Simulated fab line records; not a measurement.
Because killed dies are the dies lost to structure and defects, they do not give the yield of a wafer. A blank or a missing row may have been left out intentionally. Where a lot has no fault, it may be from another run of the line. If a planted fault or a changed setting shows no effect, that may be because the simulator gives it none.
Matching of chambers ; flow n5_finfet ; 3 sister chambers for N5_BEOL_M1_PRE_CLEAN_60 on cvd_co-01
The step time 15 s. 20 wafers are shown with their chamber, then 10 later ones without.

== WAFERS WITH THEIR CHAMBER ==
wafer;chamber;heater_power_w (W)
L075.1;0;82
L075.3;1;61
L075.5;0;81
L076.3;2;76
L076.5;1;63
L076.6;0;82
L079.2;0;81
L079.3;2;76
L079.6;2;75
L084.1;2;76
L084.4;0;84
L084.6;2;75
L089.3;1;63
L089.4;1;62
L089.6;2;76
L090.2;2;76
L090.4;1;64
L090.6;2;77
L093.2;0;84
L093.4;0;83

SIGNATURES (averages over the wafers above)
reading;chamber 0;chamber 1;chamber 2;scatter within a chamber
heater_power_w;82.43;62.60;75.88;1.02
Rule: a wafer's distance from a chamber is the root of the sum, over the readings, of the square of ((its reading less the chamber's mean) divided by the reading's scatter). If the next closest chamber is less than 2 further off than the closest, the wafer can't be placed; otherwise it belongs to the closest. How the scatter is found: for the shown wafers, subtract from each reading the mean of its chamber, square and add these, divide the total by (wafers less chambers), then take the root.

== WAFERS WHOSE CHAMBER IS MISSING ==
wafer;heater_power_w (W)
L093.5;64
L091.2;62
L091.4;62
L091.5;76
L094.3;76
L094.4;82
L094.5;63
L095.2;83
L095.3;76
L095.5;63

== WHICH CHAMBER EACH WENT THROUGH ==
wafer;from the rows above;in truth
L093.5;1;1
L091.2;1;1
L091.4;1;1
L091.5;2;2
L094.3;2;2
L094.4;0;0
L094.5;1;1
L095.2;0;0
L095.3;2;2
L095.5;1;1
Correct placement for 10 of the 10. Not placeable from these rows: 0. Placed wrongly: 0.
